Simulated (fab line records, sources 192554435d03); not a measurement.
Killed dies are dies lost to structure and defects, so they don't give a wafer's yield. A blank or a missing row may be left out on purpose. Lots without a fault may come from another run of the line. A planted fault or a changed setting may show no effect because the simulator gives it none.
Which tool did it? | flow n5_finfet | 24 lots, 72 wafers sampled, at 4 steps of a route of 1938

WHAT THE GAUGES READ, wafer by wafer
N5_SD_EPI_P_INSPECT_11: inspects for defects (macro). Usual: raw_defect_count 2.0, standard deviation 1.3.
lot  | measured    | on                | raw_defect_count | flag
L074 | day 3 05:59 | defect_inspect-01 | 2 2 0            |
L075 | day 3 10:46 | defect_inspect-02 | 2 2 3            |
L076 | day 3 18:04 | defect_inspect-02 | 4 0 0            |
L077 | day 3 22:42 | defect_inspect-02 | 3 2 1            |
L078 | day 4 06:57 | defect_inspect-02 | 1 2 2            |
L079 | day 4 10:55 | defect_inspect-02 | 0 0 0            |
L080 | day 4 16:55 | defect_inspect-01 | 1 0 0            |
L081 | day 4 23:23 | defect_inspect-01 | 3 2 2            |
L082 | day 5 06:53 | defect_inspect-01 | 2 1 1            |
L083 | day 5 13:34 | defect_inspect-01 | 2 3 3            |
L084 | day 5 22:34 | defect_inspect-02 | 3 1 5            |
L085 | day 5 23:46 | defect_inspect-02 | 2 4 3            |
L086 | day 6 13:36 | defect_inspect-02 | 1 1 2            |
L087 | day 6 15:43 | defect_inspect-01 | 0 1 4            |
L088 | day 6 20:17 | defect_inspect-02 | 0 2 1            |
L089 | day 7 03:37 | defect_inspect-01 | 1 0 4            |
L090 | day 7 06:38 | defect_inspect-01 | 3 6 1            |
L091 | day 7 14:15 | defect_inspect-02 | 5 2 2            |
L092 | day 7 19:26 | defect_inspect-01 | 0 2 4            |
L093 | day 7 23:17 | defect_inspect-01 | 2 3 3            |
L094 | day 8 10:10 | defect_inspect-02 | 1 4 1            |
L095 | day 8 14:43 | defect_inspect-01 | 1 1 3            |
L096 | day 8 21:50 | defect_inspect-01 | 2 2 1            |
L097 | day 9 07:58 | defect_inspect-02 | 0 0 0            |

N5_ILD0_THK_MEAS_08. Usual: thk_nm 139.1 nm, standard deviation 1.2.
lot  | measured    | on            | thk_nm (nm)       | flag
L074 | day 3 15:28 | film_metro-02 | 138.8 137.5 139.5 |
L075 | day 3 18:26 | film_metro-01 | 137.9 137.5 139.3 |
L076 | day 4 01:46 | film_metro-01 | 140.4 140.0 138.1 |
L077 | day 4 06:38 | film_metro-02 | 140.0 140.3 137.8 |
L078 | day 4 15:00 | film_metro-02 | 138.9 137.6 137.3 |
L079 | day 4 19:23 | film_metro-01 | 136.4 140.2 138.7 |
L080 | day 5 01:40 | film_metro-01 | 140.6 140.2 140.3 |
L081 | day 5 09:04 | film_metro-02 | 141.3 141.2 140.2 |
L082 | day 5 16:35 | film_metro-01 | 140.4 139.5 139.8 |
L083 | day 5 23:07 | film_metro-01 | 139.3 138.4 136.5 |
L084 | day 6 07:11 | film_metro-01 | 139.8 138.5 139.5 |
L085 | day 6 08:37 | film_metro-02 | 142.1 138.8 139.6 |
L086 | day 6 21:08 | film_metro-02 | 137.6 139.3 136.2 |
L087 | day 7 00:07 | film_metro-02 | 139.0 138.8 138.9 |
L088 | day 7 03:52 | film_metro-01 | 139.7 139.8 138.1 |
L089 | day 7 14:06 | film_metro-02 | 140.8 139.0 139.6 |
L090 | day 7 15:56 | film_metro-02 | 139.4 139.6 139.5 |
L091 | day 7 22:05 | film_metro-02 | 139.6 139.0 139.7 |
L092 | day 8 05:35 | film_metro-02 | 138.1 138.4 137.6 |
L093 | day 8 08:13 | film_metro-02 | 140.4 140.8 140.0 |
L094 | day 8 19:18 | film_metro-01 | 139.8 139.3 139.1 |
L095 | day 8 23:56 | film_metro-02 | 137.7 138.4 138.6 |
L096 | day 9 06:55 | film_metro-01 | 141.1 139.0 139.2 |
L097 | day 9 17:51 | film_metro-01 | 137.3 138.0 137.9 |

N5_SDB_OVL_MEAS_12. Usual: SDB_OVL -0.4 nm, standard deviation 0.77.
lot  | measured    | on         | SDB_OVL (nm)   | flag
L074 | day 3 19:14 | overlay-01 | 0.3 -0.8 -0.9  |
L075 | day 3 22:12 | overlay-02 | -1.6 -1.4 -0.4 |
L076 | day 4 05:31 | overlay-01 | -1.2 -0.6 -0.8 |
L077 | day 4 10:28 | overlay-01 | -0.9 -0.3 -0.8 |
L078 | day 4 18:38 | overlay-02 | -0.2 0.1 1.4   |
L079 | day 5 00:40 | overlay-01 | -1.1 -0.3 -1.9 |
L080 | day 5 05:50 | overlay-02 | -1.6 -1.6 -1.4 |
L081 | day 5 12:50 | overlay-01 | -0.7 -1.4 -0.8 |
L082 | day 5 20:27 | overlay-02 | 0.7 -0.1 -0.4  |
L083 | day 6 02:55 | overlay-02 | -1.3 0.1 -0.8  |
L084 | day 6 10:57 | overlay-01 | 0.4 1.6 0.3    |
L085 | day 6 12:26 | overlay-01 | -0.5 -0.4 0.3  |
L086 | day 7 00:56 | overlay-01 | -0.1 0.2 -1.1  |
L087 | day 7 03:52 | overlay-02 | -0.2 -0.2 0.2  |
L088 | day 7 07:38 | overlay-01 | 0.2 0.4 -0.2   |
L089 | day 7 17:46 | overlay-02 | -0.6 -0.4 -0.1 |
L090 | day 7 19:50 | overlay-01 | 0.4 0.7 0.2    |
L091 | day 8 01:43 | overlay-02 | 0.6 0.6 -0.7   |
L092 | day 8 09:35 | overlay-02 | -1.8 -1.0 -1.6 |
L093 | day 8 12:11 | overlay-01 | -1.4 0.0 -2.0  |
L094 | day 9 00:09 | overlay-01 | -1.2 -0.8 -1.0 |
L095 | day 9 03:42 | overlay-01 | 0.3 0.7 1.1    |
L096 | day 9 10:41 | overlay-02 | -0.8 -1.1 0.1  |
L097 | day 9 21:37 | overlay-01 | -0.9 -1.2 -0.6 |

WHICH TOOL RAN EACH LOT (tool, then ch and the chambers of the sampled wafers, then the start)
lot  | N5_SD_EPI_N_ETCH_45
L074 | rie_diel-02 ch 1,3, day 3 00:59
L075 | rie_diel-02 ch 1,2,3, day 3 06:11
L076 | rie_diel-03 ch 1,2,3, day 3 13:33
L077 | rie_diel-03 ch 1,2,3, day 3 18:41
L078 | rie_diel-02 ch 1,2,3, day 4 02:19
L079 | rie_diel-03 ch 0,1, day 4 07:08
L080 | rie_diel-05 ch 0,2, day 4 12:44
L081 | rie_diel-02 ch 1,3, day 4 19:28
L082 | rie_diel-03 ch 2,3, day 5 02:41
L083 | rie_diel-05 ch 0,3, day 5 09:48
L084 | rie_diel-03 ch 1,2,3, day 5 18:15
L085 | rie_diel-03 ch 1,2,3, day 5 20:01
L086 | rie_diel-05 ch 0,1,3, day 6 07:43
L087 | rie_diel-02 ch 2,3, day 6 11:53
L088 | rie_diel-03 ch 1,2, day 6 16:25
L089 | rie_diel-02 ch 1,2, day 6 21:42
L090 | rie_diel-02 ch 0,1,2, day 7 02:46
L091 | rie_diel-03 ch 0,1, day 7 09:43
L092 | rie_diel-03 ch 0,1,3, day 7 15:34
L093 | rie_diel-05 ch 2,3, day 7 19:19
L094 | rie_diel-02 ch 1,2,3, day 8 05:29
L095 | rie_diel-05 ch 0,1,2, day 8 08:59
L096 | rie_diel-05 ch 0,2,3, day 8 17:10
L097 | rie_diel-02 ch 0,1,3, day 9 02:01
- N5_SD_EPI_N_ETCH_45: etches SiOCN in CH3F/O2, target depth 6 nm.

WHAT THE TOOLS THEMSELVES READ (means of the sampled wafers that have a number; where no wafer has one, the mark that the record gives instead)
N5_SD_EPI_N_ETCH_45. Usual: O2_flow_sccm 20.00 sccm, standard deviation 0.062; drypump_motor_current_A 5.9 A, standard deviation 0.41; oes_product_au 0.75 a.u., standard deviation 0.069; rf_vpp_V 127.5 V, standard deviation 0.93; showerhead_plenum_p_Torr 2.00 Torr, standard deviation 0.066; throttle_valve_pct 23.33 %, standard deviation 0.16.
lot  | tool        | O2_flow_sccm (sccm) | drypump_motor_current_A (A) | oes_product_au (a.u.) | rf_vpp_V (V) | showerhead_plenum_p_Torr (Torr) | throttle_valve_pct (%) | flag
L074 | rie_diel-02 | 19.94               | 5.6                         | 0.84                  | 127.9        | 2.05                            | 23.25                  |
L075 | rie_diel-02 | 20.03               | 5.7                         | 0.82                  | 127.2        | 2.01                            | 23.35                  |
L076 | rie_diel-03 | 20.02               | 5.9                         | 0.76                  | 127.5        | 2.00                            | 23.21                  |
L077 | rie_diel-03 | 19.97               | 5.9                         | 0.75                  | 127.5        | 2.00                            | 23.22                  |
L078 | rie_diel-02 | 20.03               | 5.7                         | 0.80                  | 127.4        | 2.00                            | 23.35                  |
L079 | rie_diel-03 | 20.04               | 6.3                         | 0.73                  | 127.4        | 1.99                            | 23.34                  |
L080 | rie_diel-05 | 20.00               | 5.6                         | 0.70                  | 127.5        | 2.00                            | 23.22                  |
L081 | rie_diel-02 | 20.01               | 5.5                         | 0.81                  | 127.3        | 2.05                            | 23.27                  |
L082 | rie_diel-03 | 19.98               | 5.8                         | 0.72                  | 128.2        | 1.98                            | 23.09                  |
L083 | rie_diel-05 | 19.96               | 6.0                         | 0.73                  | 127.6        | 2.07                            | 23.33                  |
L084 | rie_diel-03 | 19.98               | 5.9                         | 0.74                  | 126.9        | 1.99                            | 23.23                  |
L085 | rie_diel-03 | 20.09               | 5.9                         | 0.74                  | 127.4        | 1.99                            | 23.24                  |
L086 | rie_diel-05 | 20.03               | 5.8                         | 0.71                  | 127.9        | 2.07                            | 23.45                  |
L087 | rie_diel-02 | 20.02               | 5.9                         | 0.82                  | 126.9        | 1.95                            | 23.38                  |
L088 | rie_diel-03 | 19.97               | 5.8                         | 0.71                  | 128.0        | 1.98                            | 23.34                  |
L089 | rie_diel-02 | 19.98               | 5.6                         | 0.71                  | 127.2        | 2.00                            | 23.46                  |
L090 | rie_diel-02 | 19.96               | 5.9                         | 0.74                  | 126.4        | 1.96                            | 23.41                  |
L091 | rie_diel-03 | 20.03               | 6.3                         | 0.71                  | 127.0        | 1.98                            | 23.37                  |
L092 | rie_diel-03 | 19.97               | 6.2                         | 0.73                  | 127.1        | 1.99                            | 23.26                  |
L093 | rie_diel-05 | 20.04               | 6.2                         | 0.79                  | 127.3        | 2.03                            | 23.39                  |
L094 | rie_diel-02 | 20.03               | 5.7                         | 0.76                  | 127.7        | 1.99                            | 23.39                  |
L095 | rie_diel-05 | 20.02               | 5.5                         | 0.78                  | 128.3        | 2.02                            | 23.29                  |
L096 | rie_diel-05 | 19.99               | 5.9                         | 0.78                  | 127.0        | 2.02                            | 23.29                  |
L097 | rie_diel-02 | 20.04               | 5.9                         | 0.77                  | 127.0        | 1.95                            | 23.35                  |

THE ANSWER, worked out from the rows above alone
Rule: a lot is off if the mean of its wafers that have a number lies more than 3 standard deviations from the usual mean. A lot without any number at a reading at which 4 lots or more have one is off too. The other lots that the step has rows for count as sound. The gauges are gone through in route order, then the tools' own readings, and for those a lot's mean is taken as printed above. The first step at which some lot is off is used, and at that step the reading that is off furthest; a lot without a number counts as furthest.
No lot is off at any reading shown: from this, nothing can be told.

WHAT THE SIMULATOR HAD PUT IN
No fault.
